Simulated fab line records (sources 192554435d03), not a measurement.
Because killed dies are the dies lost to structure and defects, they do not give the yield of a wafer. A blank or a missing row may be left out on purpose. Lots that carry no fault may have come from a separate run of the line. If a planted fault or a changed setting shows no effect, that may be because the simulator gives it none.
Which tool did it?	flow n5Finfet	24 lots with 72 wafers sampled at 5 steps, on a route of 1938 steps

WHAT THE GAUGES READ, wafer by wafer
N5_BEOL_M5_INSPECT_13: inspects for defects (brightfield). Usual: rawDefectCount reads 446 (standard deviation 110).
lot	measured	on	rawDefectCount	flag
L074	day 8 14:01	defectInspect-01	319 387 417	
L076	day 8 21:15	defectInspect-01	409 467 428	
L075	day 8 22:43	defectInspect-01	348 410 278	
L077	day 9 05:15	defectInspect-01	387 337 400	
L078	day 9 16:37	defectInspect-02	382 530 526	
L079	day 9 17:03	defectInspect-02	321 325 324	
L080	day 9 20:03	defectInspect-02	832 516 408	
L081	day 10 08:16	defectInspect-02	573 574 421	
L083	day 10 17:22	defectInspect-01	481 600 439	
L082	day 11 01:35	defectInspect-01	455 407 414	
L084	day 11 01:37	defectInspect-01	477 446 378	
L085	day 11 02:44	defectInspect-01	493 410 345	
L087	day 11 05:27	defectInspect-02	463 509 370	
L086	day 11 11:49	defectInspect-01	549 459 415	
L089	day 11 19:46	defectInspect-02	541 420 334	
L088	day 12 11:04	defectInspect-02	356 504 317	
L090	day 12 15:19	defectInspect-01	413 393 386	
L091	day 12 19:00	defectInspect-01	498 475 604	
L092	day 12 19:02	defectInspect-02	613 471 482	
L093	day 12 19:49	defectInspect-02	415 499 728	
L094	day 13 12:31	defectInspect-02	681 422 698	
L095	day 13 14:16	defectInspect-01	362 412 413	
L096	day 13 16:31	defectInspect-02	315 320 342	
L097	day 14 01:58	defectInspect-02	346 342 204	

N5_BEOL_M5_CD_MEAS_35: target cd 28 nm, target cd y 24 nm. Usual: cdNm reads 27.9 nm (standard deviation 0.37).
lot	measured	on	cdNm (nm)	flag
L074	day 8 15:47	cdSem-01	27.9 27.5 27.7	
L076	day 8 23:10	cdSem-02	28.0 28.1 28.1	
L075	day 9 00:57	cdSem-01	27.7 27.8 28.2	
L077	day 9 06:43	cdSem-01	27.9 28.3 28.4	
L078	day 9 19:04	cdSem-02	28.0 28.2 27.7	
L079	day 9 19:09	cdSem-03	28.1 28.1 28.1	
L080	day 9 23:17	cdSem-03	27.3 27.4 27.0	
L081	day 10 10:23	cdSem-01	27.6 27.9 27.3	
L083	day 10 19:48	cdSem-03	27.9 28.1 28.8	
L082	day 11 05:05	cdSem-01	27.4 27.7 28.2	
L084	day 11 04:41	cdSem-01	27.8 27.6 27.5	
L085	day 11 05:13	cdSem-01	27.5 27.9 27.3	
L087	day 11 10:51	cdSem-01	27.3 27.4 27.8	
L086	day 11 13:29	cdSem-02	28.2 28.2 28.7	
L089	day 11 22:11	cdSem-02	28.1 27.4 27.4	
L088	day 12 12:46	cdSem-01	27.6 27.8 27.4	
L090	day 12 19:25	cdSem-03	27.8 27.9 27.9	
L091	day 12 20:44	cdSem-03	28.4 28.1 28.3	
L092	day 12 20:46	cdSem-01	28.3 27.7 28.2	
L093	day 12 21:46	cdSem-01	27.9 28.3 27.8	
L094	day 13 15:13	cdSem-03	28.2 28.3 28.0	
L095	day 13 15:46	cdSem-01	28.1 27.9 27.5	
L096	day 13 18:16	cdSem-02	27.9 27.9 27.8	
L097	day 14 04:53	cdSem-01	27.6 27.5 27.3	

WHAT TOOL EACH LOT RAN ON (gives the tool, then ch and the chambers of the sampled wafers, and finally the start)
lot	N5_BEOL_M4_ANNEAL_87	N5_BEOL_M4_CMP_52	N5_BEOL_M5_HM_OPEN_17
L074	pvdSputter-02, day 8 09:31	cmp-04 ch 1,2, day 8 11:07	rieMetal-02 ch 0,1, day 8 14:17
L076	pvdSputter-03, day 8 14:46	cmp-04 ch 1,2, day 8 16:19	rieMetal-01 ch 0, day 8 21:39
L075	pvdSputter-01, day 8 18:27	cmp-04 ch 1,2,3, day 8 20:05	rieMetal-01 ch 0, day 8 23:09
L077	pvdSputter-02, day 9 00:53	cmp-02 ch 0,2,3, day 9 02:25	rieMetal-02 ch 0,1, day 9 05:32
L078	pvdSputter-01, day 9 11:43	cmp-03 ch 0,3, day 9 13:14	rieMetal-02 ch 0,1, day 9 16:55
L079	pvdSputter-03, day 9 11:52	cmp-02 ch 0,1,3, day 9 13:38	rieMetal-01 ch 0,1, day 9 17:24
L080	pvdSputter-03, day 9 15:02	cmp-04 ch 0,3, day 9 16:46	rieMetal-01 ch 1, day 9 20:25
L081	pvdSputter-01, day 10 02:48	cmp-04 ch 0,3, day 10 04:19	rieMetal-01 ch 0,1, day 10 08:55
L083	pvdSputter-03, day 10 10:46	cmp-04 ch 0,3, day 10 12:16	rieMetal-02 ch 0,1, day 10 17:40
L082	pvdSputter-03, day 10 18:26	cmp-04 ch 2,3, day 10 19:57	rieMetal-03 ch 0,1, day 11 01:56
L084	pvdSputter-01, day 10 19:48	cmp-02 ch 0,1, day 10 21:21	rieMetal-01 ch 0,1, day 11 02:09
L085	pvdSputter-03, day 10 21:58	cmp-02 ch 1,3, day 10 23:34	rieMetal-01 ch 0,1, day 11 03:01
L087	pvdSputter-01, day 10 23:37	cmp-03 ch 0,1,2, day 11 01:14	rieMetal-03 ch 0,1, day 11 05:55
L086	pvdSputter-03, day 11 07:26	cmp-04 ch 0,1,3, day 11 08:59	rieMetal-03 ch 0,1, day 11 12:07
L089	pvdSputter-01, day 11 15:09	cmp-04 ch 1,2,3, day 11 16:44	rieMetal-03 ch 0,1, day 11 20:03
L088	pvdSputter-01, day 12 05:54	cmp-04 ch 0,1,3, day 12 07:36	rieMetal-01 ch 1, day 12 11:20
L090	pvdSputter-01, day 12 09:14	cmp-02 ch 1,2,3, day 12 10:51	rieMetal-01 ch 1, day 12 15:41
L091	pvdSputter-01, day 12 13:08	cmp-04 ch 0,2,3, day 12 14:39	rieMetal-02 ch 0,1, day 12 19:17
L092	pvdSputter-03, day 12 13:42	cmp-04 ch 0,1,2, day 12 15:28	rieMetal-02 ch 0,1, day 12 19:29
L093	pvdSputter-02, day 12 14:44	cmp-04 ch 1,2,3, day 12 16:17	rieMetal-01 ch 1, day 12 20:13
L094	pvdSputter-02, day 13 08:00	cmp-03 ch 0,2,3, day 13 09:52	rieMetal-01 ch 0,1, day 13 12:47
L095	pvdSputter-01, day 13 09:41	cmp-04 ch 0,1,2, day 13 11:24	rieMetal-02 ch 0,1, day 13 14:33
L096	pvdSputter-01, day 13 12:01	cmp-03 ch 0,1,3, day 13 13:31	rieMetal-02 ch 0,1, day 13 16:47
L097	pvdSputter-03, day 13 19:49	cmp-04 ch 1,2,3, day 13 21:22	rieMetal-03 ch 0,1, day 14 02:17
- N5_BEOL_M4_ANNEAL_87: time 240 s.
- N5_BEOL_M4_CMP_52: polishes, stops on SiOC, t overpolish 6.8 s, target thk 40 nm.
- N5_BEOL_M5_HM_OPEN_17: chemistry Cl2/BCl3, target TiN, target depth 20 nm, overetch 6 nm.

WHAT THE TOOLS THEMSELVES READ (means of the sampled wafers that have a number; where no wafer has one, the mark that the record gives instead)
N5_BEOL_M4_ANNEAL_87. Usual: heaterPowerW reads 851 W (standard deviation 93).
lot	tool	heaterPowerW (W)	flag
L074	pvdSputter-02	794	
L076	pvdSputter-03	885	
L075	pvdSputter-01	951	
L077	pvdSputter-02	775	
L078	pvdSputter-01	835	
L079	pvdSputter-03	901	
L080	pvdSputter-03	852	
L081	pvdSputter-01	949	
L083	pvdSputter-03	819	
L082	pvdSputter-03	837	
L084	pvdSputter-01	824	
L085	pvdSputter-03	854	
L087	pvdSputter-01	725	
L086	pvdSputter-03	810	
L089	pvdSputter-01	772	
L088	pvdSputter-01	816	
L090	pvdSputter-01	733	
L091	pvdSputter-01	839	
L092	pvdSputter-03	888	
L093	pvdSputter-02	875	
L094	pvdSputter-02	871	
L095	pvdSputter-01	852	
L096	pvdSputter-01	838	
L097	pvdSputter-03	881	

N5_BEOL_M4_CMP_52. Usual: barrierFieldEndpointS 25.1 s, standard deviation 0.73; clearingPlatenDownForcePsi 1.500 psi, standard deviation 0.003; clearingPlatenRpm 50.000 rpm, standard deviation 0.027; edgeZonePressureFrac 1.000, standard deviation 0.0051; motorCurrentA 6.0 A, standard deviation 0.5; overpolishRunS 6.800 s, standard deviation 0.0093; timeToEndpointS 64 s, standard deviation 3.5.
lot	tool	barrierFieldEndpointS (s)	clearingPlatenDownForcePsi (psi)	clearingPlatenRpm (rpm)	edgeZonePressureFrac	motorCurrentA (A)	overpolishRunS (s)	timeToEndpointS (s)	flag
L074	cmp-04	25.5	1.498	50.003	1.000	6.0	6.789	65	
L076	cmp-04	25.4	1.497	49.990	0.996	6.6	6.806	64	
L075	cmp-04	25.3	1.501	50.005	1.000	6.2	6.795	61	
L077	cmp-02	24.6	1.502	49.996	0.998	6.2	6.797	62	
L078	cmp-03	25.3	1.501	50.000	0.995	5.7	6.793	63	
L079	cmp-02	25.4	1.500	49.990	0.997	5.9	6.791	62	
L080	cmp-04	25.9	1.498	50.027	1.005	5.8	6.796	68	
L081	cmp-04	25.6	1.501	49.983	1.000	6.0	6.800	67	
L083	cmp-04	25.3	1.498	49.982	0.998	5.7	6.802	66	
L082	cmp-04	24.2	1.502	50.004	1.004	6.6	6.803	62	
L084	cmp-02	24.6	1.499	49.992	0.998	6.2	6.798	64	
L085	cmp-02	25.0	1.500	49.987	0.997	5.8	6.803	64	
L087	cmp-03	25.1	1.501	50.023	1.002	5.4	6.805	61	
L086	cmp-04	25.5	1.498	49.996	1.001	5.8	6.797	68	
L089	cmp-04	25.3	1.498	50.023	0.996	6.3	6.807	64	
L088	cmp-04	24.8	1.499	49.971	0.998	5.8	6.794	68	
L090	cmp-02	26.0	1.500	50.018	0.999	6.1	6.802	68	
L091	cmp-04	25.0	1.497	49.974	0.999	6.4	6.798	64	
L092	cmp-04	25.7	1.498	50.006	1.003	6.2	6.801	67	
L093	cmp-04	25.0	1.498	49.994	1.001	6.2	6.801	62	
L094	cmp-03	23.8	1.501	50.012	1.000	5.6	6.796	57	
L095	cmp-04	25.5	1.500	49.999	1.003	6.2	6.794	64	
L096	cmp-03	24.8	1.498	49.982	1.006	5.8	6.810	62	
L097	cmp-04	25.1	1.504	50.005	1.006	6.2	6.802	64	

N5_BEOL_M5_HM_OPEN_17. Usual: chamberPressureMTorr 10.000 mTorr, standard deviation 0.0092; drypumpMotorCurrentA 6.3 A, standard deviation 0.39; mfcArSccm 24.99 sccm, standard deviation 0.069; mfcCl2Sccm 53.26 sccm, standard deviation 0.15; oesProductAu 0.66 a.u., standard deviation 0.11; throttleValvePct 22.05 %, standard deviation 0.14.
lot	tool	chamberPressureMTorr (mTorr)	drypumpMotorCurrentA (A)	mfcArSccm (sccm)	mfcCl2Sccm (sccm)	oesProductAu (a.u.)	throttleValvePct (%)	flag
L074	rieMetal-02	10.005	6.1	25.00	53.29	0.61	22.11	
L076	rieMetal-01	9.993	6.3	24.99	53.43	0.53	22.20	
L075	rieMetal-01	10.005	6.3	25.06	53.35	0.53	22.19	
L077	rieMetal-02	10.004	6.1	24.92	53.25	0.60	22.11	
L078	rieMetal-02	10.013	6.3	25.07	53.18	0.65	22.09	
L079	rieMetal-01	10.004	6.4	24.94	53.21	0.65	22.08	
L080	rieMetal-01	9.989	6.6	24.97	53.05	0.85	21.86	
L081	rieMetal-01	9.998	6.5	24.89	53.16	0.73	21.99	
L083	rieMetal-02	9.988	6.3	25.06	53.31	0.65	22.10	
L082	rieMetal-03	10.002	6.1	25.05	53.18	0.67	21.96	
L084	rieMetal-01	9.998	6.3	25.03	53.30	0.62	22.11	
L085	rieMetal-01	10.000	6.5	25.00	53.28	0.72	21.98	
L087	rieMetal-03	10.001	6.1	25.06	53.20	0.68	21.94	
L086	rieMetal-03	9.998	5.8	25.00	53.43	0.64	22.07	
L089	rieMetal-03	9.992	5.7	24.98	53.18	0.63	22.07	
L088	rieMetal-01	9.997	6.6	25.03	53.43	0.80	21.88	
L090	rieMetal-01	10.002	6.6	25.01	53.24	0.79	21.91	
L091	rieMetal-02	9.989	6.1	24.97	53.27	0.60	22.13	
L092	rieMetal-02	9.999	6.1	24.91	53.22	0.60	22.14	
L093	rieMetal-01	10.001	6.5	24.96	53.17	0.80	21.88	
L094	rieMetal-01	10.007	6.5	25.02	53.47	0.80	21.93	
L095	rieMetal-02	9.999	6.1	24.96	53.24	0.59	22.14	
L096	rieMetal-02	9.995	6.1	25.01	53.25	0.59	22.14	
L097	rieMetal-03	9.998	5.8	25.04	53.28	0.63	22.09	

THE ANSWER, worked out from the rows above alone
Rule: a lot counts as off when the mean over its wafers that have a number is more than 3 standard deviations away from the usual mean. Also off: a lot with no number at a reading for which 4 or more lots have one. Any other lot the step has rows for is counted as sound. First the gauges in route order, then the tools' own readings, where a lot's mean is used as printed above. The first step at which some lot is off is used, and at that step the reading that is off furthest; a lot without a number counts as furthest.
No lot is off at any reading shown: from this, nothing can be told.

WHAT WAS PUT IN BY THE SIMULATOR
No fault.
